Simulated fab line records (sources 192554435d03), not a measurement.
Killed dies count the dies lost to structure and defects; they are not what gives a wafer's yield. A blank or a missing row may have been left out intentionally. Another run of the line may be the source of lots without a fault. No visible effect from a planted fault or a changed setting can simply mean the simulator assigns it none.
Split-lot trial -- flow n5 finfet -- 39 wafers read from 7 lots, route of 1938 steps

SPLIT DETAILS
At N5_HKMG_FIN_HK_ALD_01 (deposits HfO2, target thk 1.6 nm, pulse time 3 s, purge time 3 s), the setting ald cycles was moved away from the recipe's 30 on 12 of the 39 wafers read, by -46.7% to +53.3%. This setting was run at the recipe's value on the other wafers.

FROM THE SPLIT TO THE READING: what the file shows between them, 4 steps
- N5_HKMG_FIN_HK_ANNEAL_02: time 30 s
- N5_HKMG_FIN_ALD_74: deposits La2O3, target thk 0.5 nm, pulse time 6 s, co reactant pulse time 1 s
- N5_HKMG_FIN_WET_ETCH_82: etches La2O3 in dHCl, stops on HfO2, target depth 2 nm, rinse time 30 s
- N5_HKMG_FIN_ALD_36: deposits TiN, target thk 1 nm, pulse time 1 s, purge time 3 s

THE READING
HK_THK, in nm, at N5_HKMG_FIN_THK_MEAS_70 (measures by xrf). Typical for fault-free wafers on this fab line: 1.591 nm, with standard deviation 0.018 nm.

wafer,"tool, chamber at the split",ald cycles as run,against the recipe,"HK_THK, nm",against lot-mates on the recipe
L078.1,"ald hk-01, 0,1,3,2,3,0",30,recipe,1.592,-
L078.2,"ald hk-01, 0,1,3,2,3,0",30,recipe,1.576,-
L078.3,"ald hk-01, 0,1,3,2,3,0",30,recipe,1.609,-
L078.4,"ald hk-01, 0,1,3,2,3,0",30,recipe,1.608,-
L078.5,"ald hk-01, 0,1,3,2,3,0",30,recipe,1.604,-
L078.6,"ald hk-01, 0,1,3,2,3,0",30,recipe,1.586,-
L079.1,"ald hk-02, 1,3,0,2,3,2",30,recipe,1.584,-
L079.2,"ald hk-02, 1,3,0,2,3,2",30,recipe,1.570,-
L079.3,"ald hk-02, 1,3,0,2,3,2",30,recipe,1.578,-
L079.4,"ald hk-02, 1,3,0,2,3,2",30,recipe,1.558,-
L079.5,"ald hk-02, 1,3,0,2,3,2",30,recipe,1.597,-
L079.6,"ald hk-02, 1,3,0,2,3,2",30,recipe,1.595,-
L082.1,"ald hk-03, 3,1,0",30,recipe,1.636,-
L082.4,"ald hk-03, 3,1,0",30,recipe,1.568,-
L082.6,"ald hk-03, 3,1,0",30,recipe,1.565,-
L086.1,"ald hk-02, 2,3,1",16,-46.7%,0.861,-0.725
L086.2,"ald hk-02, 0,1,0",30,recipe,1.582,-
L086.3,"ald hk-02, 2,3,1",16,-46.7%,0.852,-0.734
L086.4,"ald hk-02, 0,1,0",30,recipe,1.586,-
L086.5,"ald hk-02, 2,3,1",16,-46.7%,0.846,-0.740
L086.6,"ald hk-02, 0,1,0",30,recipe,1.591,-
L090.1,"ald hk-02, 2,3,2",22,-26.7%,1.176,-0.423
L090.2,"ald hk-02, 3,0,1",30,recipe,1.591,-
L090.3,"ald hk-02, 3,0,1",30,recipe,1.612,-
L090.4,"ald hk-02, 3,0,1",30,recipe,1.594,-
L090.5,"ald hk-02, 2,3,2",22,-26.7%,1.149,-0.450
L090.6,"ald hk-02, 2,3,2",22,-26.7%,1.176,-0.423
L093.1,"ald hk-01, 0,3,0",30,recipe,1.567,-
L093.2,"ald hk-01, 1,2,3",46,+53.3%,2.435,+0.832
L093.3,"ald hk-01, 0,3,0",30,recipe,1.616,-
L093.4,"ald hk-01, 1,2,3",46,+53.3%,2.429,+0.826
L093.5,"ald hk-01, 0,3,0",30,recipe,1.626,-
L093.6,"ald hk-01, 1,2,3",46,+53.3%,2.383,+0.780
L097.1,"ald hk-03, 3,1,2",30,recipe,1.594,-
L097.2,"ald hk-03, 0,2,1",38,+26.7%,2.001,+0.423
L097.3,"ald hk-03, 3,1,2",30,recipe,1.584,-
L097.4,"ald hk-03, 0,2,1",38,+26.7%,2.020,+0.442
L097.5,"ald hk-03, 0,2,1",38,+26.7%,2.008,+0.430
L097.6,"ald hk-03, 3,1,2",30,recipe,1.557,-
Where a row lists several chambers, the file gives one row for several wafers and doesn't say which wafer went through which chamber.

THE FIT
A straight line over all 39 wafers: HK_THK changes by +0.0157 nm for each +1% of ald cycles; r = +1.00; the points scatter about the line by 0.019 nm.
The same after taking each lot's own level away (the mean of its wafers on the recipe; 39 wafers): +0.0156 nm for each +1%; r = +1.00; scatter 0.019 nm.
According to that fit, moving ald cycles by its largest amount changes the reading by 0.83 nm.
The span of the lots' own levels, 1.5783 to 1.6030 nm, comes to 1.4 times the standard deviation stated above.
The two slopes are in agreement: the lot-to-lot level therefore moves the slope only a little.
Check: with one of the wafers moved furthest among these (+53.3%) left out of the fit, the line predicts +0.83 nm for it against its lot-mates. It came out at +0.832 nm against them.

OTHER SPLITS ON THESE WAFERS
Before the reading, these wafers also passed through other splits. Each is held against what the fit with the lots' levels taken away leaves over:
other split on the same wafers,wafers away from the commonest value,r with HK_THK (lot level and that fit taken away)
N5_ZERO_LAYER_DEVELOP_10 develop time s,12,-0.09
N5_DUMMY_GATE_ALD_02 target thk a,15,-0.04

THE WHOLE CHAIN: every reading that the file lists as answering this split, in the file's order
step,what it does,reading,change (the file's fit),r (the file's)
N5_HKMG_FIN_HK_ALD_01,"deposits HfO2, target thk 1.6 nm, pulse time 3 s, purge time 3 s","HfO2_of_HKMG_FIN_HK_ALD_01.thk nm (the simulator's own value, which no gauge read)",+0.0157 nm for each +1% of the setting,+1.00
N5_HKMG_FIN_THK_MEAS_70,measures by xrf,HK_THK,+0.0156 for each +1% of the setting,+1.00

FILE'S OWN FIT
HK_THK changes by +0.0156 nm for each +1% of ald cycles, r = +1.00.
